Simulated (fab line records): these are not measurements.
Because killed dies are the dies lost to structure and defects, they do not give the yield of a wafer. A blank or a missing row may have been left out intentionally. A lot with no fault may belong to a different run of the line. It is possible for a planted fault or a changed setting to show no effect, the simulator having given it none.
Chamber matching | flow n5 finfet | 4 sister chambers for N5_BEOL_M5_DESCUM_33 on rie diel-01
The step chemistry O2, time 7 s. 16 wafers are shown with their chamber, then 8 later ones without.

## EACH WAFER AND ITS CHAMBER
wafer  | chamber | drypump motor current A (A) | showerhead plenum p Torr (Torr) | oes product au (a.u.)
L074.2 | 1       | 5.8                         | 2.03                            | 0.84
L074.5 | 0       | 4.9                         | 2.06                            | 0.95
L074.6 | 3       | 5.6                         | 2.17                            | 0.75
L077.1 | 3       | 5.6                         | 2.17                            | 0.76
L077.2 | 2       | 5.2                         | 2.02                            | 0.77
L077.3 | 1       | 5.8                         | 2.03                            | 0.85
L078.1 | 0       | 4.9                         | 2.06                            | 0.93
L078.5 | 2       | 5.2                         | 2.02                            | 0.76
L078.6 | 1       | 5.8                         | 2.03                            | 0.83
L086.2 | 3       | 5.6                         | 2.16                            | 0.74
L086.4 | 1       | 5.7                         | 2.02                            | 0.82
L086.5 | 1       | 5.8                         | 2.02                            | 0.83
L088.2 | 2       | 5.2                         | 2.01                            | 0.75
L088.5 | 3       | 5.6                         | 2.16                            | 0.74
L088.6 | 2       | 5.2                         | 2.01                            | 0.75
L089.1 | 2       | 5.2                         | 2.01                            | 0.76

SIGNATURES (averages over the wafers above)
reading                  | chamber 0 | chamber 1 | chamber 2 | chamber 3 | scatter within a chamber
drypump motor current A  | 4.900     | 5.780     | 5.200     | 5.600     | 0.0258
showerhead plenum p Torr | 2.0600    | 2.0260    | 2.0140    | 2.1650    | 0.00532
oes product au           | 0.9400    | 0.8340    | 0.7580    | 0.7475    | 0.0103
Rule: a wafer lies at a distance from a chamber equal to the root of the sum of squares, over the readings, of (its reading less the chamber's mean, divided by the reading's scatter). The wafer belongs to the nearest chamber; if the next one is less than 2 further off, it can't be placed. The scatter is the square root of a quotient: the sum, over the shown wafers, of each reading's squared deviation from its chamber's mean, divided by wafers minus chambers.

## WAFERS MISSING THEIR CHAMBER
wafer  | drypump motor current A (A) | showerhead plenum p Torr (Torr) | oes product au (a.u.)
L089.4 | 5.2                         | 2.01                            | 0.76
L089.6 | 5.8                         | 2.02                            | 0.81
L094.1 | 5.0                         | 2.05                            | 0.88
L094.4 | 5.6                         | 2.16                            | 0.72
L094.5 | 5.2                         | 2.01                            | 0.74
L097.2 | 5.2                         | 2.01                            | 0.75
L097.3 | 5.6                         | 2.16                            | 0.72
L097.5 | 5.8                         | 2.02                            | 0.81

## EACH ONE'S CHAMBER
wafer  | from the rows above | in truth
L089.4 | 2                   | 2
L089.6 | 1                   | 1
L094.1 | 0                   | 0
L094.4 | 3                   | 3
L094.5 | 2                   | 2
L097.2 | 2                   | 2
L097.3 | 3                   | 3
L097.5 | 1                   | 1
Correctly placed: 8 of 8. Can't be placed from these rows: 0. Wrongly placed: 0.
